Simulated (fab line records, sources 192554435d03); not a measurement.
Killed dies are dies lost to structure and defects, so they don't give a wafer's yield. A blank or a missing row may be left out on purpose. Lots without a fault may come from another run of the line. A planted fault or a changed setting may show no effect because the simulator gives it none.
fab line records | flow n5_finfet
record lots=7 wafers=18 last_day=18
route steps=1938 shown FIN_SAQP@103
lots that met no fault: from a run of the same line without faults
start_h: hours from the record's first day to the start of the lot's first wafer shown | wait_h: hours since the lot's step before | " the same as in the row above | L1.1+2: a row that stands for several wafers | - no value, or no start given | * or withheld: withheld | < > ~ a bound
route shown NAME@n: a module of which the file shows steps, and the number in the route of the first | usual: mean/standard deviation of fault-free wafers | same: alike in all rows | chamber/n: place in a boat | sites: the reading at each site | _std_site: their standard deviation | _edge_site: outer sites' mean less inner sites' | radius_mm: how far each site lies from the wafer's centre | mask NAME#n: copy n | behind: the tool/chamber that last shaped the wafer | hold: why the lot was held/for how many hours/how that ended | device: the transistor (n, p or np) that didn't switch | end of line: the same wafers' tests at the end of the route | a step without rows: its recipe alone | killed: dies lost to structure and defects at the first sort, not the wafer's yield | map: a wafer's dies, x killed, . not, _ none there
set.NAME: the setting as run; set.NAME@STEP: as run at that earlier step | model.NAME: the simulator's own value behind a step, which no gauge read
lots at some steps of the route; a table a step, a row a wafer
services: from which hour (start_h, from the record's first day; less than 0 if before it) a tool's chamber was out of use, for how many hours, and why
## steps
# step N5_FIN_SAQP_COAT_49
# recipe resist=SOC temp_c=250 time_s=60 spin_rpm=1500 resist_thk_nm=100
# step N5_FIN_SAQP_COAT_50
# recipe resist=SiARC temp_c=220 time_s=60 spin_rpm=1500 resist_thk_nm=35
# step N5_FIN_SAQP_COAT_10
# recipe resist=CAR-ArF spin_rpm=1500 resist_thk_nm=90
# step N5_FIN_SAQP_EBR_12
# recipe solvent=PGMEA ebr_width_mm=1.5
# step N5_FIN_SAQP_SOFTBAKE_11
# recipe temp_c=110 time_s=60 resist=CAR-ArF
# step N5_FIN_SAQP_EXPOSE_13
# recipe mask_id=FIN_CORE na=1.35 source_shape=dipole sigma_inner=0.538 sigma_outer=0.738 polarization=te target_cd_nm=35.6 dose_mj=63.25
# step N5_FIN_SAQP_PEB_14
# recipe peb_temp_c=withheld peb_time_s=60 resist=CAR-ArF
# step N5_FIN_SAQP_DEVELOP_15
# recipe develop_time_s=30 developer=TMAH resist=CAR-ArF dev_temp_c=23 rinse_liquid=diw dry=air_spin
# step N5_FIN_SAQP_CD_MEAS_16
# recipe target_cd_nm=35.6 landing_energy_ev=500 detector=se_inlens
# usual cd_nm=35.61/0.29
# columns lot.wafer tool chamber start_h wait_h cd_nm
L803.2 cd_sem-03 0 21.87 - 35.88
L803.3 " 0 " " 35.99
L803.5 " 0 " " 35.73
L805.1 cd_sem-02 0 33.53 - 36.03
L805.4 " 0 " " 35.96
L805.6 " 0 " " 36.10
L811.2 cd_sem-01 0 70.09 - 35.72
L811.3 " 0 " " 35.92
L811.4 " 0 " " 35.66
L812.2 cd_sem-03 0 76.42 - 35.09
L812.3 " 0 " " 35.26
L812.5 " 0 " " 35.07
L820.3 cd_sem-02 0 123.66 - 35.78
L820.5 " 0 " " 35.14
L823.3 cd_sem-01 0 142.57 - 35.25
L823.4 " 0 " " 35.63
L824.2 cd_sem-02 0 147.98 - 35.76
L824.4 " 0 " " 35.63
# step N5_FIN_SAQP_OVL_MEAS_17
# recipe points_per_wafer=44
# usual FIN_CORE_OVL=-0.3/0.76
# columns lot.wafer tool chamber start_h wait_h FIN_CORE_OVL[nm]
L803.2 overlay-02 0 21.91 0.0 -1.1
L803.3 " 0 " " 1.0
L803.5 " 0 " " -0.5
L805.1 overlay-02 0 33.57 0.0 0.7
L805.4 " 0 " " 0.6
L805.6 " 0 " " -2.1
L811.2 overlay-01 0 70.12 0.0 0.3
L811.3 " 0 " " 0.1
L811.4 " 0 " " 0.1
L812.2 overlay-02 0 76.46 0.0 -1.4
L812.3 " 0 " " -0.4
L812.5 " 0 " " -0.3
L820.3 overlay-01 0 123.69 0.0 -1.9
L820.5 " 0 " " -1.4
L823.3 overlay-01 0 142.61 0.0 -0.3
L823.4 " 0 " " -1.1
L824.2 overlay-02 0 148.02 0.0 -1.4
L824.4 " 0 " " -0.8
# step N5_FIN_SAQP_INSPECT_18
# recipe mode=adi inspect_instrument=brightfield
# usual raw_defect_count=421/110
# columns lot.wafer tool chamber start_h wait_h raw_defect_count
L803.2 defect_inspect-01 - 21.93 0.0 341
L803.3 " - " " 344
L803.5 " - " " 441
L805.1 defect_inspect-02 - 33.59 0.0 464
L805.4 " - " " 387
L805.6 " - " " 405
L811.2 defect_inspect-01 - 70.15 0.0 392
L811.3 " - " " 534
L811.4 " - " " 487
L812.2 defect_inspect-01 - 76.48 0.0 448
L812.3 " - " " 469
L812.5 " - " " 416
L820.3 defect_inspect-01 - 123.72 0.0 437
L820.5 " - " " 298
L823.3 defect_inspect-01 - 142.63 0.0 506
L823.4 " - " " 414
L824.2 defect_inspect-01 - 148.04 0.0 338
L824.4 " - " " 440
# step N5_FIN_SAQP_DESCUM_21
# recipe chemistry=O2 time_s=7.9 source_power_w=50 bias_power_w=20 pressure_mtorr=20 rf_frequency_hz=2.712e+07 temp_c=40 resist=CAR-ArF o2_flow_sccm=225
# usual drypump_motor_current_A=5.6/0.51 oes_product_au=0.81/0.1 rf_vpp_V=243.1/1.7 showerhead_plenum_p_Torr=2.09/0.09 throttle_valve_pct=20.42/0.17
# columns lot.wafer tool chamber start_h wait_h drypump_motor_current_A oes_product_au rf_hours_counter_h rf_vpp_V showerhead_plenum_p_Torr throttle_valve_pct
L803.2 rie_diel-01 1 22.21 0.3 5.1 0.69 245 242.0 1.97 20.65
L803.3 " 3 " " 6.3 0.68 235 241.7 2.07 20.79
L803.5 " 2 " " 5.3 0.70 - 241.2 1.98 20.58
L805.1 rie_diel-03 1 33.63 0.0 6.5 0.97 6 246.2 2.23 20.27
L805.4 " 0 " " 5.5 0.71 204 241.9 2.07 20.29
L805.6 " 2 " " 5.3 0.76 - 241.5 2.00 20.41
L811.2 rie_diel-03 3 70.24 0.1 4.8 0.74 170 244.2 2.18 20.70
L811.3 " 0 " " 5.5 0.70 217 242.0 2.06 20.32
L811.4 " 1 " " 6.5 0.93 18 246.3 2.23 20.27
L812.2 rie_diel-04 0 76.51 0.0 5.3 0.97 4 243.5 2.05 20.24
L812.3 " 3 " " 6.0 0.69 224 240.8 1.97 20.60
L812.5 " 2 " " 6.1 0.84 - 243.4 2.13 20.20
L820.3 rie_diel-01 2 123.75 0.0 5.3 0.97 7 245.2 2.24 20.27
L820.5 " 3 " " 6.3 0.93 - 243.6 2.06 20.43
L823.3 rie_diel-01 2 142.67 0.0 5.3 0.95 10 246.5 2.23 20.27
L823.4 " 0 " " 5.7 0.82 80 243.2 2.12 20.30
L824.2 rie_diel-01 1 148.07 0.0 5.1 0.91 25 244.6 2.23 20.32
L824.4 " 0 " " 5.7 0.82 - 242.3 2.12 20.33
# step N5_FIN_SAQP_ETCH_51
# recipe chemistry=CF4 target=SiARC target_depth_a=455 mask_material=CAR-ArF time_s=75.8 ion_energy_ev=80 pressure_mtorr=40 source_w=545 bias_w=36 Ar_flow_sccm=100 cf4_flow_sccm=100 ends=cleared
# usual drypump_motor_current_A=5.6/0.51 etch_rf_on_time_s=75.8/1.2 mfc_ar_sccm=100.0/0.31 oes_product_au=0.69/0.085 rf_vpp_V=184.1/1.2 showerhead_plenum_p_Torr=2.14/0.086 throttle_valve_pct=15.60/0.21
# columns lot.wafer tool chamber start_h wait_h drypump_motor_current_A etch_rf_on_time_s mfc_ar_sccm oes_product_au rf_hours_counter_h rf_vpp_V showerhead_plenum_p_Torr throttle_valve_pct
L803.2 rie_diel-01 1 22.25 0.0 5.1 76.6 99.6 0.59 245 183.5 2.03 15.92
L803.3 " 3 " " 6.3 77.0 100.0 0.58 235 182.4 2.12 15.96
L803.5 " 2 " " 5.4 78.7 100.0 0.59 - 182.8 2.03 15.82
L805.1 rie_diel-03 1 33.66 0.0 6.5 75.0 100.3 0.83 6 185.2 2.28 15.40
L805.4 " 0 " " 5.5 74.7 99.5 0.61 204 183.2 2.12 15.63
L805.6 " 2 " " 5.3 77.2 100.1 0.65 - 183.8 2.06 15.68
L811.2 rie_diel-03 3 70.28 0.0 4.9 75.3 99.6 0.64 170 185.0 2.22 15.85
L811.3 " 0 " " 5.5 75.6 100.2 0.60 217 182.8 2.12 15.66
L811.4 " 1 " " 6.5 74.8 99.7 0.80 18 186.8 2.27 15.42
L812.2 rie_diel-04 0 76.55 0.0 5.3 77.5 99.9 0.82 4 184.8 2.11 15.36
L812.3 " 3 " " 6.1 77.7 99.5 0.60 224 183.8 2.04 15.92
L812.5 " 2 " " 6.1 76.2 100.2 0.71 - 184.8 2.17 15.28
L820.3 rie_diel-01 2 123.79 0.0 5.3 51.4 100.4 1.03 7 185.2 2.28 15.39
L820.5 " 3 " " 6.3 73.8 100.0 0.80 - 182.1 2.11 15.51
L823.3 rie_diel-01 2 142.70 0.0 5.3 51.7 100.6 1.02 10 185.2 2.28 15.39
L823.4 " 0 " " 5.8 74.7 99.8 0.70 80 182.9 2.16 15.46
L824.2 rie_diel-01 1 148.11 0.0 5.1 51.3 99.1 0.98 25 185.6 2.28 15.51
L824.4 " 0 " " 5.8 74.9 100.4 0.70 - 185.0 2.16 15.47
# step N5_FIN_SAQP_ETCH_52
# recipe chemistry=N2/H2 target=SOC target_depth_a=1000 overetch_a=200 mask_material=SiARC temp_c=40 time_s=150 ion_energy_ev=200 pressure_mtorr=30 source_w=840 bias_w=150 n2_flow_sccm=200 h2_flow_sccm=200 ends=end_point
# usual drypump_motor_current_A=5.6/0.51 oes_product_au=0.72/0.084 rf_vpp_V=524/3.1 showerhead_plenum_p_Torr=2.54/0.11 throttle_valve_pct=17.82/0.21
# columns lot.wafer tool chamber start_h wait_h drypump_motor_current_A oes_product_au rf_hours_counter_h rf_vpp_V showerhead_plenum_p_Torr throttle_valve_pct
L803.2 rie_diel-01 1 22.30 0.0 5.1 0.62 245 521 2.40 18.08
L803.3 " 3 " " 6.3 0.62 235 522 2.51 18.19
L803.5 " 2 " " 5.3 0.63 - 520 2.41 17.96
L805.1 rie_diel-03 1 33.72 0.0 6.5 0.86 6 527 2.72 17.72
L805.4 " 0 " " 5.6 0.63 204 523 2.51 17.69
L805.6 " 2 " " 5.3 0.68 - 521 2.44 17.96
L811.2 rie_diel-03 3 70.33 0.0 4.8 0.67 170 528 2.64 18.12
L811.3 " 0 " " 5.5 0.63 217 523 2.50 17.70
L811.4 " 1 " " 6.5 0.83 18 527 2.72 17.76
L812.2 rie_diel-04 0 76.61 0.0 5.3 0.86 5 523 2.50 17.64
L812.3 " 3 " " 6.0 0.64 224 521 2.41 18.04
L812.5 " 2 " " 6.1 0.74 - 525 2.57 17.49
L820.3 rie_diel-01 2 123.84 0.0 5.3 0.85 7 530 2.71 17.62
L820.5 " 3 " " 6.3 0.84 - 523 2.50 17.81
L823.3 rie_diel-01 2 142.76 0.0 5.3 0.84 10 527 2.71 17.63
L823.4 " 0 " " 5.8 0.73 80 525 2.56 17.61
L824.2 rie_diel-01 1 148.17 0.0 5.1 0.80 25 529 2.71 17.71
L824.4 " 0 " " 5.7 0.73 - 525 2.56 17.60
## services
# columns tool chamber start_h hours kind
rie_diel-01 - 1.08 4.0 pm
rie_diel-04 0 38.70 - clean
rie_diel-04 0 38.70 - consumable_replace:focus_ring
rie_diel-04 0 38.70 22.9 scheduled_down
rie_diel-04 0 38.70 22.9 vent_cycle
rie_diel-01 1 42.66 - clean
rie_diel-01 1 42.66 - consumable_replace:focus_ring
rie_diel-01 1 42.66 - consumable_replace:showerhead
rie_diel-01 1 42.66 22.2 scheduled_down
rie_diel-01 1 42.66 22.2 vent_cycle
rie_diel-01 3 67.95 - clean
rie_diel-01 3 67.95 - consumable_replace:focus_ring
rie_diel-01 3 67.95 17.7 scheduled_down
rie_diel-01 3 67.95 17.7 vent_cycle
rie_diel-01 2 85.67 - clean
rie_diel-01 2 85.67 - consumable_replace:focus_ring
rie_diel-01 2 85.67 - consumable_replace:showerhead
rie_diel-01 2 85.67 16.1 scheduled_down
rie_diel-01 2 85.67 16.1 vent_cycle
rie_diel-04 1 92.78 - clean
rie_diel-04 3 103.26 4.3 repair
rie_diel-01 - 129.43 10.9 repair
rie_diel-04 3 138.33 9.4 repair
rie_diel-01 2 143.52 8.2 repair
## key
first_sign step=N5_FIN_SAQP_ETCH_51 reading=etch_rf_on_time_s direction=down sigmas=20 usual=* struck=*
effect step=N5_FIN_SAQP_ETCH_51 reading=oes_product_au direction=up sigmas=3.7 usual=0.69 struck=1.01
met_at N5_FIN_SAQP_ETCH_51
struck_wafers L820.3,L823.3,L824.2
tester_left_out L820,L823,L824
onset_between 22.25 123.79
fault kind=process_parameter_drift tool=rie_diel-01 chamber=- onset_h=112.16 steps=N5_FIN_SAQP_ETCH_51 channel=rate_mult offset=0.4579 shape=step end_h=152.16 scope=struck_wafers_only
# tester_left_out: of these lots the tester's yield and bins aren't shown, on N5 and GAA mostly nor the transistor test; their killed dies are dies lost to structure and defects alone, not to doping, threshold or leakage, so they don't give the yield
